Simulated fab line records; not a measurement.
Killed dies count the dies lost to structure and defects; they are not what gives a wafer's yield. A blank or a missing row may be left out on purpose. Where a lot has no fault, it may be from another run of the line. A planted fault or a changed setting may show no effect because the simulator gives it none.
Which tool was responsible? -- flow nandHarc -- 11 lots with 33 wafers sampled at 6 steps, on a route of 1159 steps

WHAT THE GAUGES READ, wafer by wafer
NHARC_P_M0_CD_MEAS_09: target cd 90 nm.
lot,measured,on,cdNm (nm)
L679,day 5 23:36,cdSem-03,89.4 90.1 90.5
L680,day 6 10:15,cdSem-03,90.7 88.6 90.1
L682,day 6 11:34,cdSem-02,89.8 89.6 89.9
L684,day 6 22:44,cdSem-03,89.3 90.4 89.3
L683,day 6 23:43,cdSem-02,90.0 90.0 89.6
L686,day 7 06:37,cdSem-01,90.8 91.2 90.4
L693,day 9 08:14,cdSem-02,89.8 89.4 89.6
L699,day 10 11:49,cdSem-03,85.7 84.6 85.4 85.4 84.4 85.5
L700,day 10 23:21,cdSem-02,85.1 84.9 85.0 84.7 84.9 85.5
L702,day 11 08:05,cdSem-03,89.8 90.5 89.8
L701,day 11 12:51,cdSem-02,89.3 89.4 89.6

NHARC_END_SORT_01.
lot,measured,on,defectLimitedYield (%),killedAtArray,killedAtOther,killedAtPeriphery,killedDies,killedOpen,killedShort,sort_bin_2_pct (%),sort_bin_3_pct (%),sort_bin_4_pct (%),sortNPass,sortRimYieldPct (%),sortYieldPct (%)
L699,day 25 00:59,prober-01,97.6 97.6 96.2,16 15 20,0 0 1,0 1 5,16 16 26,1 2 3,1 2 2,0.6 0.7 1.9,0.30 0 0.15,1.5 1.6 1.8,661 661 651,95.3 95.3 95.3,97.6 97.6 96.2

WHAT TOOL EACH LOT RAN ON (gives the tool, then ch and the chambers of the sampled wafers, and finally the start)
lot,NHARC_P_CONTACT_CMP_01,NHARC_P_CONTACT_DESCUM_17,NHARC_P_M0_PEB_07,NHARC_P_M0_PVD_21
L679,"cmp-03 ch 0,2, day 5 07:37","rieDiel-07 ch 0,1,3, day 5 08:38","lithoTrack-04 ch 0, day 5 23:31","pvdSputter-03, no start"
L680,"cmp-03 ch 2,3, day 5 16:44","rieDiel-06 ch 0,1,2, day 5 17:45","lithoTrack-04 ch 0, day 6 10:10","pvdSputter-02, no start"
L682,"cmp-03 ch 0,3, day 6 01:42","rieDiel-06 ch 1,3, day 6 02:43","lithoTrack-01 ch 0, day 6 11:29","pvdSputter-03, no start"
L684,"cmp-01 ch 1,2,3, day 6 14:07","rieDiel-06 ch 0,1, day 6 15:07","lithoTrack-01 ch 0, day 6 22:39","pvdSputter-03, no start"
L683,"cmp-03 ch 0,1,2, day 6 15:25","rieDiel-06 ch 0,3, day 6 16:25","lithoTrack-01 ch 0, day 6 23:38","pvdSputter-03, no start"
L686,"cmp-01 ch 0,1, day 7 01:32","rieDiel-07 ch 0,1,2, day 7 02:34","lithoTrack-01 ch 0, day 7 06:31","pvdSputter-01, no start"
L693,"cmp-01 ch 0,1, day 9 00:53","rieDiel-06 ch 1,2,3, day 9 01:55","lithoTrack-01 ch 0, day 9 08:10","pvdSputter-01, no start"
L699,"cmp-01 ch 0,1,3, day 10 06:46","rieDiel-07 ch 0,1,3, day 10 07:46","lithoTrack-01 ch 0, day 10 11:44","pvdSputter-01, day 25 00:59 or earlier"
L700,"cmp-01 ch 0,1,3, day 10 18:20","rieDiel-06 ch 0,2,3, day 10 19:21","lithoTrack-01 ch 0, day 10 23:16","pvdSputter-03, no start"
L702,"cmp-01 ch 0,2,3, day 11 03:10","rieDiel-07 ch 0,2,3, day 11 04:02","lithoTrack-06 ch 0, day 11 08:01","pvdSputter-01, no start"
L701,"cmp-02 ch 0,1,3, day 11 03:10","rieDiel-01 ch 1,3, day 11 04:11","lithoTrack-04 ch 0, day 11 12:46","pvdSputter-02, no start"
- NHARC_P_CONTACT_CMP_01: polishes SiO2, target thk 200 nm.
- NHARC_P_CONTACT_DESCUM_17: chemistry O2, time 3 s.
- NHARC_P_M0_PEB_07: peb time 65 s.
- NHARC_P_M0_PVD_21: deposits Cu, target thk 30 nm, time 20.49 s.

AS READ BY THE TOOLS THEMSELVES (means over the sampled wafers that have a number; for cases with no such wafer, the mark the record gives instead)
NHARC_P_CONTACT_CMP_01.
lot,tool,motorCurrentA (A),padLifeWafers,retainingRingPressureFrac
L679,cmp-03,12.8,205,0.999
L680,cmp-03,12.8,246,0.997
L682,cmp-03,11.3,272,1.005
L684,cmp-01,11.7,278,0.996
L683,cmp-03,13.1,362,1.003
L686,cmp-01,13.3,360,0.995
L693,cmp-01,13.0,44,1.002
L699,cmp-01,12.4,272,1.007
L700,cmp-01,13.0,343,1.006
L702,cmp-01,12.2,392,1.005
L701,cmp-02,11.6,74,0.998

NHARC_P_CONTACT_DESCUM_17.
lot,tool,drypumpMotorCurrentA (A),mfcArSccm (sccm),oesProductAu (a.u.),rfVppV (V),showerheadPlenumPTorr (Torr),throttleValvePct (%)
L679,rieDiel-07,5.7,0.015,0.991,57.8,1.90,11.318
L680,rieDiel-06,5.8,0.000,1.002,58.1,1.99,11.312
L682,rieDiel-06,6.2,0.000,0.991,57.5,1.88,11.316
L684,rieDiel-06,5.6,0.000,0.994,57.8,2.00,11.309
L683,rieDiel-06,6.0,0.000,0.999,57.0,1.88,11.315
L686,rieDiel-07,5.8,0.016,1.001,57.7,1.82,11.303
L693,rieDiel-06,6.1,0.000,0.997,58.2,1.95,11.309
L699,rieDiel-07,5.8,0.015,0.992,57.1,1.90,11.302
L700,rieDiel-06,6.1,0.000,0.985,57.4,1.91,11.310
L702,rieDiel-07,5.8,0.003,1.002,57.5,1.88,11.314
L701,rieDiel-01,5.2,0.018,0.999,58.0,1.89,11.311

NHARC_P_M0_PEB_07.
lot,tool,heaterPowerTotalW (W),plateTempC (C)
L679,lithoTrack-04,156.9,99.93
L680,lithoTrack-04,156.7,99.90
L682,lithoTrack-01,156.3,99.93
L684,lithoTrack-01,156.4,100.11
L683,lithoTrack-01,156.9,100.12
L686,lithoTrack-01,156.2,99.87
L693,lithoTrack-01,156.4,99.97
L699,lithoTrack-01,169.0,-
L700,lithoTrack-01,168.4,-
L702,lithoTrack-06,157.0,99.92
L701,lithoTrack-04,156.2,99.95

NHARC_P_M0_PVD_21.
lot,tool,cathodeDcPowerW (W),chamberPressurePa (Pa),throttleValvePct (%)
L679,pvdSputter-03,5001.1,5.010,29.3
L680,pvdSputter-02,5000.7,5.007,29.8
L682,pvdSputter-03,4999.8,5.002,29.4
L684,pvdSputter-03,5000.5,5.000,29.4
L683,pvdSputter-03,4999.6,5.014,29.3
L686,pvdSputter-01,4999.7,4.995,30.8
L693,pvdSputter-01,5000.4,5.003,30.4
L699,pvdSputter-01,5000.2,4.996,30.4
L700,pvdSputter-03,5001.4,4.999,30.0
L702,pvdSputter-01,4999.8,4.993,29.9
L701,pvdSputter-02,5000.6,5.009,30.4

THE ANSWER, worked out from the rows above alone
Rule: the lots themselves supply what counts as usual. Put in order of their means at a reading, lots are off if they are a third of the lots or fewer, leave a main group of 4 or more, and stand apart from it by a gap of 3 or more times the standard deviation of the main group's means; of several such gaps the widest counts. Not used: any main group whose means are identical at the precision the tables above print for the reading. A lot without any number at a reading at which 4 lots or more have one is off too. All remaining lots with rows at the step are treated as sound. First the gauges in route order, then the tools' own readings, where a lot's mean is used as printed above. The first step at which some lot is off is used, and at that step the reading that is off furthest; a lot without a number counts as furthest.
Off at NHARC_P_M0_CD_MEAS_09 (cdNm): L699, L700. The main group: mean 89.9 nm, standard deviation 0.37.
If a tool, at a process step before that reading, ran all the lots that are off and no sound lot after the first of them, it fits. The gauges at NHARC_P_M0_CD_MEAS_09 aren't tried: what is off there is off at NHARC_P_M0_PEB_07 too, on other tools, and a gauge's error can't cause that. One fits: lithoTrack-01 at NHARC_P_M0_PEB_07. Its last sound lot is L693 (day 9 08:10), its first lot that is off L699 (day 10 11:44): a fault that began between those two fits.
On the lots that are off, the tool's own readings at NHARC_P_M0_PEB_07 differ by more than 5 times the standard deviation of the sound lots' means, which bears it out; heaterPowerTotalW reads 168.7 W there versus 156.6 W on the sound lots.
Blank at NHARC_P_M0_PEB_07 on the lots that are off, where sound lots have numbers: plateTempC.

WHAT THE SIMULATOR HAD PUT IN
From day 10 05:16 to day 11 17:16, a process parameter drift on lithoTrack-01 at NHARC_P_M0_PEB_07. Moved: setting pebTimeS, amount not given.
Lots struck among those shown: L699, L700. The same result came from the rule above.
